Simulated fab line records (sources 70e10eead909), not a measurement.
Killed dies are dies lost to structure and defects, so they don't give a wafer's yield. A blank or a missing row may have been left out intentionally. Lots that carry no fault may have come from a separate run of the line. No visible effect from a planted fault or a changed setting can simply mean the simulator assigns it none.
8D (eight disciplines) problem report, filled in by code + flow nand harc + the parts of the form that need people (team, actions taken, sign-off) are left out

1. WHAT WENT WRONG
killed at other at NHARC_END_SORT_01 reads a mean of 640.5 on 6 wafers of 2 lots; wafers without a fault read 0.7 with a standard deviation of 1.2. That is +99 or more standard deviations from the usual mean.
Earliest sighting: wafer L581.1 on prober-02 at day 22 11:03. Wafers with a number at this step in the record: 9, from 3 lots. The rule behind "out" and "out of limits": a value lying over 4 standard deviations away from the usual mean. The rest of the wafers with a number are treated as sound.

2. WHAT IT IS, WHAT IT ISN'T
| question                    | is                                                                                                                  | is not                                                             |
|-----------------------------|---------------------------------------------------------------------------------------------------------------------|--------------------------------------------------------------------|
| which readings at this step | killed at other, defect limited yield, killed dies, sort_bin_2_pct, sort n pass, sort rim yield pct, sort yield pct | killed at array, killed at periphery, killed open, sort_bin_4_pct  |
| which lots                  | L580, L581                                                                                                          | L586                                                               |
| which wafers of those lots  | all that have a number                                                                                              | -                                                                  |
| read on which gauges        | prober-02                                                                                                           | -                                                                  |
| when                        | from day 22 11:03                                                                                                   | up to then (0 sound wafers); but 3 sound wafers of L586 came after |

3. WHAT RULES OUT EACH SUSPECT
Counting: a tool at any process step up to the reading remains a suspect when it ran all the lots that are out and ran no sound lot after the first of those.
- the gauge at NHARC_END_SORT_01: kept. All the wafers that are out were read on prober-02, and no step on other tools shows them out.
- pecvd-03 at NHARC_THIN_TSV_DEP_43 (deposits SiO2, target thk 1328.5 nm): kept. It ran every lot that is out, first L581 (day 21 15:35), and no sound lot after that.
- rie diel-06 at NHARC_THIN_TSV_ETCH_44 (etches the open film in CF4/O2, target depth 1594.2 nm, time 797.1 s): kept. It ran every lot that is out, first L581 (day 21 16:43), and no sound lot after that.
- plasma asher-02 at NHARC_THIN_TSV_STRIP_45 (strips in O2): ruled out as a lasting fault. Following L581 (day 21 17:31), the first lot on it that is out, the sound lots L586 were run on it.
Left after counting: pecvd-03 at NHARC_THIN_TSV_DEP_43, rie diel-06 at NHARC_THIN_TSV_ETCH_44, prober-02 at NHARC_END_SORT_01.

4. THE CAUSE (what the simulator had put in)
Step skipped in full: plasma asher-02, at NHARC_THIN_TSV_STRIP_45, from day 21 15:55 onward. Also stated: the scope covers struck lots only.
It was ruled out by counting, in error; the rule expects a fault to strike all lots run on its tool from its start on, and this fault did not.

5. THE CHAIN OF EFFECTS, in route order
One row per reading whose mean, taken over the struck wafers that have a number, lies over 3 standard deviations from the usual. Only readings for which the record gives a usual standard deviation are gone through. hours: the time from each lot's start at the first step in this table that gives one to its start at this step, as a median over the lots. sigmas: the change in usual standard deviations.
| hours | step              | reading              | usual  | on struck wafers | change | sigmas      |
|-------|-------------------|----------------------|--------|------------------|--------|-------------|
| 0     | NHARC_END_SORT_01 | defect limited yield | 95.3 % | 0.0              | -95.3  | -73         |
| 0     | NHARC_END_SORT_01 | killed at other      | 0.7    | 640.5            | +639.8 | +99 or more |
| 0     | NHARC_END_SORT_01 | killed dies          | 32     | 677              | +645   | +74         |
| 0     | NHARC_END_SORT_01 | sort_bin_2_pct       | 1.5 %  | 96.4             | +94.9  | +99 or more |
| 0     | NHARC_END_SORT_01 | sort n pass          | 645    | 0                | -645   | -74         |
| 0     | NHARC_END_SORT_01 | sort rim yield pct   | 97.8 % | 0.0              | -97.8  | -70         |
| 0     | NHARC_END_SORT_01 | sort yield pct       | 95.3 % | 0.0              | -95.3  | -73         |
Readings that are blank on the struck wafers while sound wafers have them: drypump motor current A at NHARC_THIN_TSV_STRIP_45; heater power w at NHARC_THIN_TSV_STRIP_45.

6. HOW IT WOULD HAVE BEEN CAUGHT EARLIER
19 hours passed between the start of the fault at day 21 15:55 and the first reading out of limits at a measuring or inspecting step in this record, taken at day 22 11:03.
At NHARC_THIN_TSV_STRIP_45 the tool's readings are blank on the struck wafers, where sound wafers have them: an empty tool record is the first sign, and it was there at once.
